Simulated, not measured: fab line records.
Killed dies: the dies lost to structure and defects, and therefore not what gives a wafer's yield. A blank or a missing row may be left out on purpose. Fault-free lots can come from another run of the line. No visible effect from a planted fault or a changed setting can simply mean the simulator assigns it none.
The tool behind it: which one?    flow nand-harc    Sampling: 11 lots, 33 wafers, 5 of 1302 route steps

== WHAT THE GAUGES READ, wafer by wafer ==
NHARC_P_ZERO_WELL_CD_MEAS_11: the cd target is 500 nm.
lot   measured      on         cd-nm (nm)
L632  day 2 07:07   cd-sem-02  502.6 500.9 499.9
L633  day 2 17:14   cd-sem-03  497.7 498.7 497.8
L634  day 3 03:07   cd-sem-03  500.6 501.0 500.3
L635  day 3 13:14   cd-sem-03  499.4 498.1 500.2
L636  day 3 23:14   cd-sem-02  498.3 500.8 501.0
L638  day 4 19:14   cd-sem-02  500.7 499.4 500.9
L639  day 5 05:14   cd-sem-01  499.6 499.9 499.2
L646  day 8 03:07   cd-sem-03  490.8 490.5 490.6
L650  day 9 19:14   cd-sem-03  491.1 492.3 491.7
L652  day 10 15:11  cd-sem-03  500.6 501.5 500.6
L654  day 11 11:14  cd-sem-01  500.3 500.1 500.3

NHARC_P_ZERO_WELL_CD_MEAS_37: the cd target is 720 nm.
lot   measured      on         cd-nm (nm)
L632  day 2 10:00   cd-sem-01  719.2 718.9 719.9
L633  day 2 20:13   cd-sem-03  720.9 721.1 721.0
L634  day 3 06:11   cd-sem-03  720.0 719.8 718.2
L635  day 3 16:13   cd-sem-01  720.4 719.4 721.0
L636  day 4 01:59   cd-sem-03  719.2 722.1 720.6
L638  day 4 22:14   cd-sem-01  717.0 718.5 718.1
L639  day 5 08:06   cd-sem-01  718.2 718.3 719.2
L646  day 8 05:59   cd-sem-01  719.7 718.0 720.1
L650  day 9 22:18   cd-sem-01  720.1 719.2 721.4
L652  day 10 18:23  cd-sem-02  720.2 719.3 719.3
L654  day 11 14:01  cd-sem-03  718.4 719.8 719.9

== WHICH TOOL RAN EACH LOT (tool, then ch and the chambers of the sampled wafers, then the start) ==
lot   NHARC_P_ZERO_WELL_EXPOSE_08        NHARC_P_ZERO_WELL_ETCH_62                      NHARC_P_ZERO_WELL_ETCH_63
L632  krf-scanner-01 ch 0, day 2 06:58   rie-diel-05 ch 0,2,3, day 2 07:32 or earlier   rie-si-01 ch 1,2, day 2 07:32
L633  krf-scanner-04 ch 0, day 2 17:06   rie-diel-05 ch 0,1,2, day 2 17:40 or earlier   rie-si-05 ch 0,1,3, day 2 17:40
L634  krf-scanner-04 ch 0, day 3 02:58   rie-diel-13 ch 2,3, day 3 03:37 or earlier     rie-si-01 ch 1,3, day 3 03:37
L635  krf-scanner-01 ch 0, day 3 13:05   rie-diel-08 ch 1,2, day 3 13:40 or earlier     rie-si-05 ch 1,2, day 3 13:40
L636  krf-scanner-04 ch 0, day 3 23:05   rie-diel-05 ch 0,1,3, day 3 23:39 or earlier   rie-si-04 ch 0,1, day 3 23:39
L638  krf-scanner-01 ch 0, day 4 19:05   rie-diel-05 ch 1,2,3, day 4 19:41 or earlier   rie-si-04 ch 1,2,3, day 4 19:41
L639  krf-scanner-01 ch 0, day 5 05:05   rie-diel-13 ch 1,2,3, day 5 05:40 or earlier   rie-si-04 ch 1,2, day 5 05:40
L646  krf-scanner-04 ch 0, day 8 02:58   rie-diel-05 ch 1,2,3, day 8 03:33 or earlier   rie-si-05 ch 0,1,2, day 8 03:33
L650  krf-scanner-04 ch 0, day 9 19:05   rie-diel-13 ch 0,3, day 9 19:41 or earlier     rie-si-05 ch 0,1, day 9 19:41
L652  krf-scanner-01 ch 0, day 10 15:02  rie-diel-08 ch 1,2,3, day 10 15:47 or earlier  rie-si-04 ch 0,3, day 10 15:47
L654  krf-scanner-01 ch 0, day 11 11:05  rie-diel-08 ch 0,2,3, day 11 11:42 or earlier  rie-si-05 ch 0,1,2, day 11 11:42
- NHARC_P_ZERO_WELL_EXPOSE_08: exposes mask P ZERO, target cd 500 nm.
- NHARC_P_ZERO_WELL_ETCH_62: etches the open film in CHF3/Ar, target depth 13 nm, time 6.5 s.
- NHARC_P_ZERO_WELL_ETCH_63: etches the open film in HBr/Cl2, target depth 120 nm, time 40.1 s.

== WHAT THE TOOLS THEMSELVES READ (means of the sampled wafers that have a number; where no wafer has one, the mark that the record gives instead) ==
NHARC_P_ZERO_WELL_EXPOSE_08.
lot   tool            exposure-dose-mJ-cm2
L632  krf-scanner-01  34.29
L633  krf-scanner-04  33.98
L634  krf-scanner-04  33.97
L635  krf-scanner-01  34.32
L636  krf-scanner-04  34.03
L638  krf-scanner-01  34.24
L639  krf-scanner-01  34.27
L646  krf-scanner-04  32.22
L650  krf-scanner-04  32.58
L652  krf-scanner-01  34.29
L654  krf-scanner-01  34.29

NHARC_P_ZERO_WELL_ETCH_62.
lot   tool         chamber-pressure-mTorr (mTorr)  drypump-motor-current-A (A)  oes-product-au (a.u.)  rf-vpp-V (V)  showerhead-plenum-p-Torr (Torr)  throttle-valve-pct (%)
L632  rie-diel-05  25.029                          5.2                          0.968                  371.6         2.35                             20.221
L633  rie-diel-05  24.996                          5.3                          0.978                  370.4         2.32                             20.215
L634  rie-diel-13  24.988                          5.2                          0.955                  370.0         2.33                             20.221
L635  rie-diel-08  25.013                          6.2                          0.971                  368.4         2.23                             20.211
L636  rie-diel-05  25.004                          5.4                          0.979                  370.8         2.34                             20.221
L638  rie-diel-05  25.006                          5.2                          0.960                  369.9         2.32                             20.218
L639  rie-diel-13  25.000                          5.2                          0.976                  371.8         2.38                             20.219
L646  rie-diel-05  24.986                          5.3                          0.973                  369.7         2.31                             20.226
L650  rie-diel-13  24.988                          5.6                          0.959                  369.2         2.29                             20.217
L652  rie-diel-08  25.017                          6.2                          0.949                  368.9         2.27                             20.218
L654  rie-diel-08  24.992                          5.8                          0.957                  371.0         2.32                             20.214

NHARC_P_ZERO_WELL_ETCH_63.
lot   tool       chamber-pressure-mTorr (mTorr)  drypump-motor-current-A (A)  oes-product-au (a.u.)  throttle-valve-pct (%)
L632  rie-si-01  14.998                          5.4                          1.009                  26.408
L633  rie-si-05  15.009                          5.3                          1.007                  26.402
L634  rie-si-01  14.994                          5.2                          1.004                  26.396
L635  rie-si-05  14.989                          5.6                          0.997                  26.396
L636  rie-si-04  14.997                          5.3                          0.993                  26.398
L638  rie-si-04  15.020                          5.9                          0.997                  26.411
L639  rie-si-04  14.985                          5.5                          0.987                  26.413
L646  rie-si-05  14.998                          5.4                          0.996                  26.398
L650  rie-si-05  14.998                          5.1                          1.002                  26.404
L652  rie-si-04  14.995                          6.0                          0.986                  26.402
L654  rie-si-05  14.999                          5.3                          1.001                  26.404

== THE ANSWER, worked out from the rows above alone ==
Rule: the lots themselves supply what counts as usual. Put in order of their means at a reading, lots are off if they are a third of the lots or fewer, leave a main group of 4 or more, and stand apart from it by a gap of 3 or more times the standard deviation of the main group's means; of several such gaps the widest counts. A main group is skipped when, at the precision printed for the reading in the tables above, its means are all equal. A lot without any number at a reading at which 4 lots or more have one is off too. Where the step has rows for the other lots, those lots are counted as sound. The gauges are gone through in route order, then the tools' own readings, and for those a lot's mean is taken as printed above. At the first step where some lot is off, the reading lying furthest off is the one used; lots without a number count as furthest.
Off at NHARC_P_ZERO_WELL_CD_MEAS_11 (cd-nm): L646, L650. The main group: mean 500.0 nm, standard deviation 0.89.
A tool fits if, at a process step before that reading, it ran every lot that is off, and no sound lot after the first of them. Not tried: the gauges at NHARC_P_ZERO_WELL_CD_MEAS_11; whatever is off there is also off at NHARC_P_ZERO_WELL_EXPOSE_08, on other tools, and gauge error can't account for it. One fits: krf-scanner-04 at NHARC_P_ZERO_WELL_EXPOSE_08. A fault onset in the window from L636 (day 3 23:05, its last sound lot) to L646 (day 8 02:58, its first lot off) fits.
The tool's own readings at NHARC_P_ZERO_WELL_EXPOSE_08 bear it out: on the lots that are off they differ by more than 5 times the standard deviation of the sound lots' means. exposure-dose-mJ-cm2 reads 32.40 there against 34.19 on the sound lots.

== WHAT WAS PUT IN BY THE SIMULATOR ==
Process parameters drifting: krf-scanner-04 at NHARC_P_ZERO_WELL_EXPOSE_08, beginning at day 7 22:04. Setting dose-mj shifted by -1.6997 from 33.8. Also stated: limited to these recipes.
Shown lots that were struck: L646, L650. The rule given above showed the same thing.
